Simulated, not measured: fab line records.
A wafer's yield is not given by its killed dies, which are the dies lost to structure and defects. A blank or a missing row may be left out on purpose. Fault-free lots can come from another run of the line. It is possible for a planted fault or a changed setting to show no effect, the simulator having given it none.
Problem report in the 8D (eight disciplines) form, filled by code	flow nand_harc	the parts of the form that need people (team, actions taken, sign-off) are left out

## 1. WHAT IS WRONG
At NHARC_END_SORT_01, killed_at_other averages 65.5 over 6 wafers from 2 lots, while fault-free wafers read 0.5, standard deviation 0.82. Relative to the usual mean, that is a shift of +79 standard deviations.
First observed at day 31 23:53: wafer L271.1, on prober-01. The record holds 9 wafers of 3 lots with a number at this step. Rule for "out", or "out of limits": more than 4 standard deviations from the usual mean. The other wafers with a number count as sound.

## 2. WHAT IT IS; WHAT IT IS NOT
question	is	is not
which readings at this step	killed_at_other	killed_at_array, killed_at_periphery, killed_open, killed_short
which lots	L271, L273	L263
which wafers of those lots	all that have a number	-
read on which gauges	prober-01	-
when	from day 31 23:53	up to then (3 sound wafers)

## 3. WHAT RULES OUT EACH SUSPECT
Counting: any tool at a process step up to the reading is kept as a suspect provided that every lot that is out went through it and no sound lot did after the first of them.
- the gauge at NHARC_END_SORT_01: kept. All the wafers that are out were read on prober-01, and no step on other tools shows them out.
- wet_bench-10 at NHARC_HYBRID_BOND_PRECLEAN_01 (cleans in DIW, time 300 s): kept. All lots that are out passed through it, beginning with L271 at day 30 20:41, and no sound lot followed; its final sound lot before that point was L263 at day 29 02:01.
- plasma_asher-01 at NHARC_THIN_TSV_STRIP_56 (strips in O2): kept. It ran every lot that is out, first L271 (day 31 16:59), and no sound lot after that.
Still standing after the count: wet_bench-10 at NHARC_HYBRID_BOND_PRECLEAN_01, plasma_asher-01 at NHARC_THIN_TSV_STRIP_56, prober-01 at NHARC_END_SORT_01.

## 4. THE CAUSE (what the simulator had put in)
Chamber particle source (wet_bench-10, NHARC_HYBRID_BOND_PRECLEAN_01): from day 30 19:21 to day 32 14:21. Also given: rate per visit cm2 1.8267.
After counting, 3 suspects remain, this tool included.

## 5. THE CHAIN OF EFFECTS, in route order
Each row: a reading where the mean over the struck wafers with a number is more than 3 standard deviations away from the usual. Only readings for which the record gives a usual standard deviation are gone through. hours: the time from each lot's start at the first step in this table that gives one to its start at this step, as a median over the lots. sigmas: the change in usual standard deviations.
hours	step	reading	usual	on struck wafers	change	sigmas
0	NHARC_END_SORT_01	defect_limited_yield	91.0 %	81.9	-9.1	-3.5
0	NHARC_END_SORT_01	killed_at_other	0.5	65.5	+65.0	+79
0	NHARC_END_SORT_01	killed_dies	61	122	+61	+3.4

## 6. HOW IT WOULD HAVE BEEN CAUGHT EARLIER
Counted from the fault's start at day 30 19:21, it took 29 hours until the first out-of-limits reading at a measuring or inspecting step in this record, taken at day 31 23:53.
Each of the lots that are out, 2 in all, had begun NHARC_HYBRID_BOND_PRECLEAN_01 on wet_bench-10 no later than day 31 23:53. None of them would have been spared by holding the tool at that moment.
